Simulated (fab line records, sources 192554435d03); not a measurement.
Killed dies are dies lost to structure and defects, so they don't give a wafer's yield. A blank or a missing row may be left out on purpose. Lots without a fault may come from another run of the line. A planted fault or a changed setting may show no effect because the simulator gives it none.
fab line records | flow n5_finfet
record lots=4 wafers=12 last_day=15
route steps=1938 shown SD_EPI_N@266 SD_EPI_P@295 SD_ACTIVATION@334 BEOL_M4@1111 PASSIVATION@1936
lots that met no fault: from a run of the same line without faults
start_h: hours from the record's first day to the start of the lot's first wafer shown | wait_h: hours since the lot's step before | " the same as in the row above | L1.1+2: a row that stands for several wafers | - no value, or no start given | * or withheld: withheld | < > ~ a bound
route shown NAME@n: a module of which the file shows steps, and the number in the route of the first | usual: mean/standard deviation of fault-free wafers | same: alike in all rows | chamber/n: place in a boat | sites: the reading at each site | _std_site: their standard deviation | _edge_site: outer sites' mean less inner sites' | radius_mm: how far each site lies from the wafer's centre | mask NAME#n: copy n | behind: the tool/chamber that last shaped the wafer | hold: why the lot was held/for how many hours/how that ended | device: the transistor (n, p or np) that didn't switch | end of line: the same wafers' tests at the end of the route | a step without rows: its recipe alone | killed: dies lost to structure and defects at the first sort, not the wafer's yield | map: a wafer's dies, x killed, . not, _ none there
set.NAME: the setting as run; set.NAME@STEP: as run at that earlier step | model.NAME: the simulator's own value behind a step, which no gauge read
lots at some steps of the route; a table a step, a row a wafer
services: from which hour (start_h, from the record's first day; less than 0 if before it) a tool's chamber was out of use, for how many hours, and why
## steps
# step N5_SD_EPI_N_SOFTBAKE_04
# recipe temp_c=110 time_s=60 resist=CAR-ArF-block
# step N5_SD_EPI_N_EXPOSE_06
# recipe mask_id=SD_N_BLK na=1.35 source_shape=conventional sigma_outer=0.8 polarization=unpolarized target_cd_nm=120 dose_mj=39.75
# step N5_SD_EPI_N_PEB_07
# recipe peb_temp_c=110 peb_time_s=60 resist=CAR-ArF-block
# step N5_SD_EPI_N_DEVELOP_08
# recipe develop_time_s=30 developer=TMAH resist=CAR-ArF-block dev_temp_c=23 rinse_liquid=diw dry=air_spin
# step N5_SD_EPI_N_DESCUM_14
# recipe chemistry=O2 time_s=7.9 source_power_w=50 bias_power_w=20 pressure_mtorr=20 rf_frequency_hz=2.712e+07 temp_c=40 resist=CAR-ArF-block o2_flow_sccm=225
# step N5_SD_EPI_N_ETCH_34
# recipe chemistry=CF4 target=SiARC target_depth_a=455 mask_material=CAR-ArF-block time_s=75.8 ion_energy_ev=80 pressure_mtorr=40 source_w=545 bias_w=36 Ar_flow_sccm=100 cf4_flow_sccm=100 ends=cleared
# step N5_SD_EPI_N_ETCH_35
# recipe chemistry=N2/H2 target=SOC overetch_a=1080 mask_material=SiARC temp_c=40 ion_energy_ev=100 source_w=3000 bias_w=133 pressure_mtorr=20 time_s=486 n2_flow_sccm=200 h2_flow_sccm=200
# step N5_SD_EPI_N_STRIP_36
# recipe chemistry=N2/H2 temp_c=40 n2_flow_sccm=200 h2_flow_sccm=200 rf_frequency_hz=6e+07
# step N5_SD_EPI_N_ETCHBACK_44
# recipe chemistry=CH3F/O2 mode=anisotropic_etchback target=SiNx target_depth_a=145 stop_on=SiO2 over_etch_frac=0.3 ion_energy_ev=120 pressure_mtorr=30 source_w=395 bias_w=73 Ar_flow_sccm=150 CH3F_flow_sccm=30 O2_flow_sccm=20
# step N5_SD_EPI_N_ETCH_45
# recipe chemistry=CH3F/O2 target=SiOCN target_depth_a=60 mask_material=SOC ion_energy_ev=60 bias_w=29 pressure_mtorr=15 source_w=410 Ar_flow_sccm=150 CH3F_flow_sccm=30 O2_flow_sccm=20
# usual drypump_motor_current_A=5.7/0.45 oes_product_au=0.77/0.065 rf_vpp_V=127.8/0.93 showerhead_plenum_p_Torr=2.02/0.059 throttle_valve_pct=23.25/0.19
# columns lot.wafer tool chamber start_h wait_h drypump_motor_current_A oes_product_au rf_hours_counter_h rf_vpp_V showerhead_plenum_p_Torr throttle_valve_pct
L130.1 rie_diel-01 2 50.25 0.1 4.8 0.77 132 127.2 1.92 23.40
L130.5 " 2 " " 4.8 0.77 - 126.6 1.92 23.40
L130.6 " 1 " " 5.1 0.74 - 128.1 2.08 23.33
L136.3 rie_diel-01 1 85.11 0.1 5.1 0.73 202 129.7 2.07 23.35
L136.5 " 2 " " 4.8 0.76 - 129.5 1.92 23.42
L136.6 " 3 " " 6.1 0.92 - 129.2 2.14 23.14
L137.4 rie_diel-01 3 93.97 0.1 6.2 0.91 12 128.9 2.14 23.15
L137.5 " 2 " " 4.8 0.75 - 126.0 1.92 23.44
L137.6 " 3 " " 6.2 0.91 - 127.8 2.14 23.17
L144.3 rie_diel-03 2 132.27 0.1 5.2 0.78 151 128.2 1.99 23.06
L144.4 " 0 " " 5.3 0.82 89 128.4 2.10 22.98
L144.6 " 3 " " 6.0 0.68 - 127.6 2.06 23.30
# step N5_SD_EPI_N_ETCH_16
# recipe chemistry=CHF3/O2 target=SiO2 target_depth_a=50 mask_material=SOC pressure_mtorr=30 source_w=650 bias_w=170 Ar_flow_sccm=200 CHF3_flow_sccm=50 O2_flow_sccm=5 ion_energy_ev=200
# step N5_SD_EPI_N_STRIP_47
# recipe chemistry=CHF3/O2 resist=SiARC rf_frequency_hz=6e+07
# step N5_SD_EPI_N_SD_RECESS_17
# recipe chemistry=HBr/Cl2/O2 target_depth_a=410 mask_material=SOC time_s=23.7 bt_time_s=3 pressure_mtorr=10 icp_w=800 bias_w=112 HBr_flow_sccm=150 Cl2_flow_sccm=80 O2_flow_sccm=12
# step N5_SD_EPI_N_STRIP_38
# recipe chemistry=N2/H2 power_w=1000 temp_c=250 h2_frac=0.65 overash_fraction=0.3 pressure_mtorr=withheld n2_flow_sccm=1750 h2_flow_sccm=3250
# step N5_SD_EPI_N_WET_ETCH_43
# recipe chemistry=dHF dilution=withheld time_s=14 target=SiO2 target_depth_a=15 temp_c=25
# step N5_SD_EPI_N_STRIP_18
# recipe chemistry=SPM time_s=750 temp_c=130 h2so4_h2o2_vol_ratio=4
# step N5_SD_EPI_N_SRD_20
# recipe dry=ipa_marangoni do_ppb=5 time_s=30 temp_c=23 rinse_liquid=diw
# step N5_SD_EPI_N_PRECLEAN_48
# recipe chemistry=NF3:NH3 afs_cycles=2 temp_c=30 time_s=20 sublimation_temp_c=180 sublimation_time_s=60 pressure_torr=3 rf_power_w=30
# step N5_SD_EPI_N_VAPOR_ETCH_50
# recipe chemistry=HCl target=Si temp_c=775 time_s=54 pressure_torr=20 mode=isotropic
# step N5_SD_EPI_N_EPI_21
# recipe material=Si:P dopant=P temp_c=680 pressure_torr=255 time_s=690
# step N5_SD_EPI_N_PRECLEAN_24
# recipe chemistry=O3/DIW time_s=60 temp_c=22 o3_ppm=10
# step N5_SD_EPI_N_SRD_25
# recipe time_s=30 temp_c=23 rinse_liquid=diw dry=ipa_marangoni
# step N5_SD_EPI_N_PRECLEAN_49
# recipe chemistry=NF3:NH3 afs_cycles=1 temp_c=30 time_s=20 sublimation_temp_c=180 sublimation_time_s=60 pressure_torr=3 rf_power_w=30
# step N5_SD_EPI_N_LINER_46
# recipe material=SiNx target_thk_a=30 temp_c=400 ald_precursor_family=SiH2I2 ald_co_reactant=N2/H2-plasma pressure_torr=2
# step N5_SD_EPI_N_INSPECT_26
# recipe inspect_instrument=darkfield mode=post_epi
# usual raw_defect_count=203/45
# columns lot.wafer tool chamber start_h wait_h raw_defect_count
L130.1 defect_inspect-02 - 53.72 0.1 235
L130.5 " - " " 272
L130.6 " - " " 223
L136.3 defect_inspect-02 - 89.67 0.1 456
L136.5 " - " " 467
L136.6 " - " " 605
L137.4 defect_inspect-01 - 97.46 0.1 482
L137.5 " - " " 460
L137.6 " - " " 480
L144.3 defect_inspect-01 - 137.46 0.1 224
L144.4 " - " " 170
L144.6 " - " " 224
# step N5_SD_EPI_P_COAT_34
# recipe resist=SOC temp_c=250 time_s=60 spin_rpm=1500 resist_thk_nm=350
# step N5_SD_EPI_P_COAT_35
# recipe resist=SiARC temp_c=220 time_s=60 spin_rpm=1500 resist_thk_nm=35
# step N5_SD_EPI_P_COAT_03
# recipe resist=CAR-ArF-block spin_rpm=1500 resist_thk_nm=150
# step N5_SD_EPI_P_EBR_05
# recipe solvent=PGMEA ebr_width_mm=1.5
# step N5_SD_EPI_P_SOFTBAKE_04
# recipe temp_c=110 time_s=60 resist=CAR-ArF-block
# step N5_SD_EPI_P_EXPOSE_06
# recipe mask_id=SD_P_BLK na=1.35 source_shape=conventional sigma_outer=0.8 polarization=unpolarized target_cd_nm=240 dose_mj=39.5
# step N5_SD_EPI_P_PEB_07
# recipe peb_temp_c=110 peb_time_s=60 resist=CAR-ArF-block
# step N5_SD_EPI_P_DEVELOP_08
# recipe develop_time_s=30 developer=TMAH resist=CAR-ArF-block dev_temp_c=23 rinse_liquid=diw dry=air_spin
# step N5_SD_EPI_P_INSPECT_11
# recipe mode=adi inspect_instrument=macro
# usual raw_defect_count=2.0/1.4
# columns lot.wafer tool chamber start_h wait_h raw_defect_count
L130.1 defect_inspect-02 - 54.17 0.0 3
L130.5 " - " " 0
L130.6 " - " " 7
L136.3 defect_inspect-01 - 90.13 0.0 292
L136.5 " - " " 300
L136.6 " - " " >300
L137.4 defect_inspect-02 - 97.92 0.0 >300
L137.5 " - " " >300
L137.6 " - " " 284
L144.3 defect_inspect-01 - 137.92 0.0 1
L144.4 " - " " 0
L144.6 " - " " 1
# step N5_SD_EPI_P_DESCUM_14
# recipe chemistry=O2 time_s=7.9 source_power_w=50 bias_power_w=20 pressure_mtorr=20 rf_frequency_hz=2.712e+07 temp_c=40 resist=CAR-ArF-block o2_flow_sccm=225
# step N5_SD_EPI_P_ETCH_36
# recipe chemistry=CF4 target=SiARC target_depth_a=455 mask_material=CAR-ArF-block time_s=75.8 ion_energy_ev=80 pressure_mtorr=40 source_w=545 bias_w=36 Ar_flow_sccm=100 cf4_flow_sccm=100 ends=cleared
# step N5_SD_EPI_P_INSPECT_26
# recipe inspect_instrument=darkfield mode=post_epi
# usual raw_defect_count=174/42
# columns lot.wafer tool chamber start_h wait_h raw_defect_count
L130.1 defect_inspect-01 - 57.93 0.0 150
L130.5 " - " " 176
L130.6 " - " " 138
L136.3 defect_inspect-01 - 93.88 0.0 468
L136.5 " - " " 468
L136.6 " - " " 501
L137.4 defect_inspect-01 - 103.66 0.0 455
L137.5 " - " " 404
L137.6 " - " " 435
L144.3 defect_inspect-01 - 141.80 0.0 178
L144.4 " - " " 160
L144.6 " - " " 224
# step N5_SD_ACTIVATION_INSPECT_02
# recipe inspect_instrument=darkfield mode=post_anneal
# usual raw_defect_count=175/42
# columns lot.wafer tool chamber start_h wait_h raw_defect_count
L130.1 defect_inspect-01 - 58.68 0.2 143
L130.5 " - " " 174
L130.6 " - " " 147
L136.3 defect_inspect-02 - 94.63 0.1 506
L136.5 " - " " 475
L136.6 " - " " 567
L137.4 defect_inspect-01 - 104.41 0.1 451
L137.5 " - " " 397
L137.6 " - " " 439
L144.3 defect_inspect-01 - 142.55 0.1 186
L144.4 " - " " 164
L144.6 " - " " 203
# step N5_BEOL_M4_RC_MEAS_101
# usual DIBL_N=36.2/1.7 DIBL_P=36.2/2.2 IOFF_N=0.16/0.035 IOFF_P=0.21/0.042 ION_N=673/13 ION_P=462/7.9 SS_N=71.4/0.59 SS_P=73.2/0.7 VT_N=250/3.6 VT_P=-251/3.5
# columns lot.wafer tool chamber start_h wait_h DIBL_N[mV/V] DIBL_P[mV/V] IOFF_N[nA/um] IOFF_P[nA/um] ION_N[uA/um] ION_P[uA/um] SS_N[mV/dec] SS_P[mV/dec] VT_N[mV] VT_P[mV]
L130.1 prober-01 0 158.65 0.0 36.4 35.4 0.14 0.18 672 459 71.2 72.6 251 -251
L130.5 " 0 " " 36.3 35.1 0.14 0.17 670 456 71.6 73.0 255 -254
L130.6 " 0 " " 37.9 37.1 0.17 0.20 686 462 72.6 74.0 250 -250
L136.3 prober-01 0 196.63 0.3 35.3 36.4 0.14 0.18 661 445 71.4 72.7 250 -253
L136.5 " 0 " " 35.8 37.2 0.17 0.19 664 454 71.8 73.8 250 -253
L136.6 " 0 " " 35.0 36.2 0.15 0.19 660 452 71.3 73.7 249 -252
L137.4 prober-02 0 211.93 0.5 36.2 35.2 0.16 0.20 682 466 71.2 73.1 248 -249
L137.5 " 0 " " 37.7 38.3 0.19 0.25 683 469 72.1 73.5 248 -248
L137.6 " 0 " " 38.4 38.7 0.21 0.27 691 475 71.8 74.0 246 -247
L144.3 prober-01 0 245.22 0.3 35.2 36.0 0.14 0.21 666 472 71.5 72.7 253 -250
L144.4 " 0 " " 35.0 37.0 0.14 0.23 663 470 71.2 73.3 250 -245
L144.6 " 0 " " 36.5 37.8 0.15 0.24 677 471 71.5 73.4 250 -246
# step N5_PASSIVATION_PROBE_49
# usual defect_limited_yield=91.4/1.4 killed_at_M0_to_M3=31/10 killed_at_M4_up=14/5.6 killed_at_contacts=13/6.3 killed_at_front_end=39/10 killed_at_other=4/3.1 killed_dies=101/16 killed_open=65/13 killed_short=34/7.2 sort_bin_5_function=5.1/0.88 sort_bin_6_memory=3.2/0.66 sort_n_pass=1079/16 sort_yield_pct=91.4/1.4
# same gross_dies=1180 killed_at_back_side=0 sort_bin_4_leakage[%]=0 sort_bin_8_speed[%]=0
# columns lot.wafer tool chamber start_h wait_h defect_limited_yield[%] killed_at_M0_to_M3 killed_at_M4_up killed_at_contacts killed_at_front_end killed_at_other killed_dies killed_open killed_short sort_bin_5_function[%] sort_bin_6_memory[%] sort_n_pass sort_yield_pct[%]
L136.3 prober-01 - 294.90 0.1 85.2 28 11 4 127 5 175 43 31 10.1 3.7 1005 85.2
L136.5 prober-01 - 295.00 0.2 86.9 17 9 9 115 5 155 45 34 8.1 3.6 1025 86.9
L136.6 prober-01 - 295.05 0.3 85.8 21 11 9 125 2 168 51 25 9.3 3.5 1012 85.8
L137.4 prober-01 - 316.22 0.2 85.3 30 13 8 121 2 174 48 34 9.7 4.2 1006 85.3
L137.5 prober-01 - 316.27 0.2 83.7 59 17 14 99 3 192 79 40 9.7 5.3 988 83.7
L137.6 prober-01 - 316.32 0.3 83.0 46 12 18 121 4 201 74 42 11.9 3.6 979 83.0
# killed by level:class
L136.3 SD_EPI_N:unspecified=101 BEOL_M3:geometric_particle:open=11 FIN_SAQP:geometric_particle:short=9 BEOL_M0_SAQP:geometric_particle:open=6 BEOL_M8:geometric_particle:open=4 BEOL_M0_SAQP:geometric_particle:short=4 STI_FIN_REVEAL:geometric_particle:open=3 STARTING-WAFER:geometric_particle:short=3
L136.5 SD_EPI_N:unspecified=76 FIN_SAQP:geometric_particle:short=14 FIN_SAQP:geometric_particle:open=12 BEOL_M0_SAQP:geometric_particle:short=8 MOL_CONTACT_COAG:geometric_particle:open=7 BEOL_M0_SAQP:geometric_particle:open=5 BEOL_M4:geometric_particle:open=4 STI_FIN_REVEAL:geometric_particle:open=3
L136.6 SD_EPI_N:unspecified=92 FIN_SAQP:geometric_particle:open=9 GATE_CUT:geometric_particle:short=8 MOL_CONTACT_COAG:geometric_particle:open=8 BEOL_M0_SAQP:geometric_particle:short=6 BEOL_M0_SAQP:geometric_particle:open=5 FIN_SAQP:geometric_particle:short=4 BEOL_M2:geometric_particle:open=4
L137.4 SD_EPI_N:unspecified=92 BEOL_M1:geometric_particle:open=8 BEOL_M0_SAQP:geometric_particle:short=7 FIN_SAQP:geometric_particle:short=6 STI_FIN_REVEAL:geometric_particle:open=6 BEOL_M3:geometric_particle:open=6 MOL_CONTACT_COAG:geometric_particle:open=5 BEOL_M8:geometric_particle:open=5
L137.5 SD_EPI_N:unspecified=73 BEOL_M0_SAQP:geometric_particle:open=19 BEOL_M0_SAQP:geometric_particle:short=15 MOL_CONTACT_COAG:geometric_particle:open=14 BEOL_M1:geometric_particle:open=12 BEOL_M4:geometric_particle:open=10 FIN_SAQP:geometric_particle:short=6 FIN_SAQP:geometric_particle:open=5
L137.6 SD_EPI_N:unspecified=85 MOL_CONTACT_COAG:geometric_particle:open=15 BEOL_M0_SAQP:geometric_particle:short=14 BEOL_M0_SAQP:geometric_particle:open=11 STI_FIN_REVEAL:geometric_particle:open=10 BEOL_M3:geometric_particle:open=8 BEOL_M1:geometric_particle:open=6 FIN_SAQP:geometric_particle:open=5
# map L136.3 (x killed, . not)
_________________x...........________________
______________.................._____________
___________..............x.........__________
__________......x..........x...x...._________
________.xx......x...................._______
_______..........x...x..x.....x........______
______...........x......x..............._____
_____.................x......x...........____
____...................x....xx.......x....___
___................x...................x...__
___.............x...........x..............__
__........xx................................_
__....................x....................._
_x...........................x........x......
_...........x......xx........................
_....x..x..........x......x..................
_..x.........xx....................x.x..x....
_............................x..xxxxx.xx.....
_.........x..............x...xxxxxxxxx.xx...x
_............................xxxxx.xxxxxx.x..
_...............x............xxxxxxxxxxxxx...
__..................x..x...x..xxxxxxxxxxx.x._
__.......x..........x........x.xxxxxxxxx.x.._
___........................x..xxxxxxxxxxx..__
___.....x.x................xx.xxxxxxxxx.x..__
____.........x...x............x.xxxxxxx...___
_____.........................xxxxx.x....____
______................x.........x...x..._____
_______.....x.....................x..x.______
________...x..x.....................x._______
__________.........................._________
___________....x....x..............__________
______________......x...x......._____________
_________________.....x......________________
# map L137.6 (x killed, . not)
_________________..xxxxxxxx.x________________
______________...xxxxxxxxxxxx.x._____________
___________......xx.xxxxxxxxx..xx..__________
__________.......xxxxxxxxxxxx......._________
________.....x..x.x..xxxxxxxx...x.x..._______
_______xx......x..xxxxxxxxx.x......x.x.______
______..............xxxxxxxxx.x..x...xx._____
_____x.........x.x...xxx..x.x............____
____.............x..xx....x........x....xx___
___...............x..........x.............__
___xx................x.xx...x..............__
__...................x........x.x.....x....._
__...x.xxxx..x............x................._
_...........x.........x......................
_.....x...................x............x.x...
_...x....................x...x...x...........
_..........x...x....xx.x...x.x.....x.........
_...............x...........x..x...x....x..x.
_..x.........x.............................x.
_.......xx..x..x................xx..x........
_......x.....x...xx......x.....x..x...x......
__......x......x....................x......x_
__..............................x.x.....x..._
___.....xxx...xx.........xx.........x......__
___........................................__
____..x........x..........x...............___
_____.........x......x...x.......x......x____
______.x..........x...............x....._____
_______.....x..........x...............______
________...x.........................._______
__________...x.x....x........x......_________
___________...x.x..................__________
______________.................._____________
_________________....x...x...________________
## services
# columns tool chamber start_h hours kind
rie_diel-01 3 43.78 - clean
rie_diel-01 3 43.78 - consumable_replace:focus_ring
rie_diel-01 3 43.78 - consumable_replace:showerhead
rie_diel-01 3 43.78 15.0 scheduled_down
rie_diel-01 3 43.78 15.0 vent_cycle
rie_diel-01 0 51.63 3.6 repair
rie_diel-01 0 112.49 8.4 repair
## key
first_sign step=N5_SD_EPI_N_INSPECT_26 reading=raw_defect_count direction=up sigmas=6.5 usual=203 struck=492
effect step=N5_SD_EPI_P_INSPECT_11 reading=raw_defect_count direction=up sigmas=99+ usual=2.0 struck=>296
effect step=N5_SD_EPI_P_INSPECT_26 reading=raw_defect_count direction=up sigmas=6.8 usual=174 struck=455
effect step=N5_SD_ACTIVATION_INSPECT_02 reading=raw_defect_count direction=up sigmas=7.1 usual=175 struck=472
effect step=N5_PASSIVATION_PROBE_49 reading=killed_at_front_end direction=up sigmas=7.5 usual=39 struck=118
more_kills_born_at N5_SD_EPI_N_ETCH_45@rie_diel-01=519
met_at N5_SD_EPI_N_ETCH_45
struck_wafers L136.3,L136.5,L136.6,L137.4,L137.5,L137.6
onset_between 50.25 85.11
fault kind=chamber_particle_source tool=rie_diel-01 chamber=- onset_h=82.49 steps=N5_SD_EPI_N_ETCH_45 rate_per_visit_cm2=0.47085 end_h=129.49
